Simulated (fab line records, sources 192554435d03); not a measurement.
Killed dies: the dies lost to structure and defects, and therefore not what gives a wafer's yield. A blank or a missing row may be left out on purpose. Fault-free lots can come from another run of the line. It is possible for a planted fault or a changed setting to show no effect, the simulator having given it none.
Struck lot and sound lot, side by side | flow n5_finfet | 39 out of 1938 route steps
Sound: wafers L631.3, L631.4, L631.6. Wafers struck: L647.1, L647.4, L647.6. The cause is named last.
Each step with rows lists, per side, the tool, then ch with its chambers, then its first start. Under that, the readings that differ: sound wafers | struck wafers | difference of the means | sigmas: that difference in standard deviations of wafers without a fault.
alike: readings with means less than 2 such deviations apart, plus words and numbers identical on both sides. not compared: withheld readings, readings lacking a value on some wafer, bounds such as >300 that could conceal the same value, and numbers that have no deviation in the record and whose values overlap.
Wherever a step has rows on one side only, a row that says differs or no value, or a row with sigmas, the two part there. Numbers that have no deviation but don't overlap get no sigmas and don't part them. A reading missing from all wafers of one side parts the sides only when that side holds two or more wafers.

first, 9 steps without rows for these wafers: N5_BEOL_M4_ANNEAL_95 (time 240 s); N5_BEOL_M4_SPUTTER_96 (material Cu, target thk 4.5 nm, time 8.29 s); N5_BEOL_M4_ECD_50 (material Cu, target thk 300 nm); N5_BEOL_M4_ANNEAL_51 (time 90 s); N5_BEOL_M4_CMP_52 (polishes, stops on SiOC, t overpolish 6.8 s, target thk 40 nm); N5_BEOL_M4_PRE_CLEAN_60 (time 15 s); N5_BEOL_M4_CO_CAP_55 (material Co, precursor CCTBA/H2, target thk 2 nm, time 102.1 s); N5_BEOL_M4_PRE_CLEAN_56 (time 15 s); N5_BEOL_M4_DEP_57 (deposits SiCN from 3MS/NH3, target thk 8 nm, time 14 s).
N5_BEOL_M4_RC_MEAS_101:
  sound on prober-01 ch 0, day 9 16:58; struck on prober-01 ch 0, day 13 09:58
  reading       | sound          | struck         | difference | sigmas
  DIBL_P (mV/V) | 35.4 35.8 34.8 | 40.4 41.2 39.8 | +5.1       | +2
  SS_N (mV/dec) | 71.9 71.5 70.9 | 72.9 73.2 73.0 | +1.6       | +3
  alike: DIBL_N, IOFF_N, IOFF_P, ION_N, ION_P, SS_P, VT_N, VT_P
then, 24 steps without rows for these wafers: N5_BEOL_M5_ILD_DEP_00 (deposits SiCOH lowk from DEMS/porogen, target thk 140.64 nm, time 25.9 s); N5_BEOL_M5_CURE_79 (cures SiCOH lowk, time 240 s); N5_BEOL_M5_PECVD_70 (deposits SiO2 from TEOS/O2, target thk 16 nm, time 18 s); N5_BEOL_M5_HM_DEP_02 (deposits TiN, target thk 20 nm); N5_BEOL_M5_COAT_59 (time 60 s, resist thk 60 nm); N5_BEOL_M5_COAT_60 (time 60 s, resist thk 12 nm); N5_BEOL_M5_COAT_71 (time 60 s, resist thk 5 nm); N5_BEOL_M5_COAT_05 (resist thk 30 nm); N5_BEOL_M5_EBR_07; N5_BEOL_M5_SOFTBAKE_06 (time 60 s); N5_BEOL_M5_EXPOSE_08 (exposes mask M5, target cd 28 nm); N5_BEOL_M5_PEB_09 (peb time 60 s); N5_BEOL_M5_DEVELOP_10 (develop time 30 s); N5_BEOL_M5_DESCUM_16 (chemistry O2, time 7 s); N5_BEOL_M5_ETCH_72 (etches underlayer in N2/H2, target depth 6.5 nm, time 5.2 s); N5_BEOL_M5_ETCH_61 (etches SiARC in CF4, target depth 15.6 nm, time 26 s); N5_BEOL_M5_ETCH_62 (etches SOC in N2/H2, target depth 75 nm, overetch 15 nm, time 112.5 s); N5_BEOL_M5_STRIP_63 (strips in N2/H2); N5_BEOL_M5_STRIP_73 (strips in N2/H2); N5_BEOL_M5_STRIP_64 (strips in CF4); N5_BEOL_M5_HM_OPEN_17 (chemistry Cl2/BCl3, target TiN, target depth 20 nm, overetch 6 nm); N5_BEOL_M5_STRIP_19 (strips in O2); N5_BEOL_M5_COAT_65 (time 60 s, resist thk 60 nm); N5_BEOL_M5_COAT_66 (time 60 s, resist thk 12 nm).
-- a jump in the record: the struck wafers' starts before and after are 4 days apart (it breaks off in module BEOL_M5 and resumes in module BEOL_M14, where the first step shown is number 1765 of the route) --
N5_BEOL_M14_ECD_47: material Cu, target thk 1248 nm.
  sound on ecd_cu-01 ch 0,1, day 13 11:20; struck on ecd_cu-01 ch 1, day 17 07:02
N5_BEOL_M14_CMP_49: polishes, stops on SiO2, t overpolish 5.2 s, target thk 560 nm.
  sound on cmp-03 ch 0,2,3, day 13 11:47; struck on cmp-01 ch 1,3, day 17 07:32
  reading                | sound       | struck  | difference | sigmas
  time_to_endpoint_s (s) | 128 131 129 | 12 11 8 | -119       | -23
  alike: clearing_platen_rpm, edge_zone_pressure_frac, motor_current_A
N5_BEOL_M14_THK_MEAS_50: measures by xrf.
  sound: film_metro-01 at day 13 12:04; struck: film_metro-01 at day 17 07:49
  reading      | sound       | struck | difference                    | sigmas
  M14_THK (nm) | 583 593 585 | - - -  | no value on the struck wafers |
N5_BEOL_M14_RS_MEAS_54: the measuring method here is four-point-probe.
  sound: film_metro-02 at day 13 12:14; struck: film_metro-01 at day 17 07:58
  reading         | sound                | struck               | difference | sigmas
  M14_RS (ohm/sq) | 0.0330 0.0324 0.0330 | 32.024 32.170 32.856 | +32.317    | +99 or more
N5_PASSIVATION_PROBE_49:
  sound: prober-01 at day 14 11:56; struck: prober-02 at day 18 01:37
  reading                  | sound     | struck         | difference | sigmas
  defect_limited_yield (%) | 90.2 90.6 | 0 0 0          | -90        | -60
  killed_at_M4_up          | 14 19     | 1080 1082 1072 | +1062      | +99 or more
  killed_dies              | 116 111   | 1180 1180 1180 | +1066      | +59
  killed_on_rim            | 8 16      | 152 152 152    | +140       | +33
  sort_bin_5_function (%)  | 5.7 5.1   | 96.0 96.2 95.7 | +90.6      | +95
  sort_n_pass              | 1064 1069 | 0 0 0          | -1066      | -59
  sort_yield_pct (%)       | 90.2 90.6 | 0 0 0          | -90        | -60
  alike: killed_at_M0_to_M3, killed_at_contacts, killed_at_front_end, killed_at_other, killed_open, killed_short, sort_bin_6_memory

## WHERE THEY PART
Earliest at N5_BEOL_M4_RC_MEAS_101; latest, in this record, at N5_PASSIVATION_PROBE_49.

WHY: what the simulator had put in
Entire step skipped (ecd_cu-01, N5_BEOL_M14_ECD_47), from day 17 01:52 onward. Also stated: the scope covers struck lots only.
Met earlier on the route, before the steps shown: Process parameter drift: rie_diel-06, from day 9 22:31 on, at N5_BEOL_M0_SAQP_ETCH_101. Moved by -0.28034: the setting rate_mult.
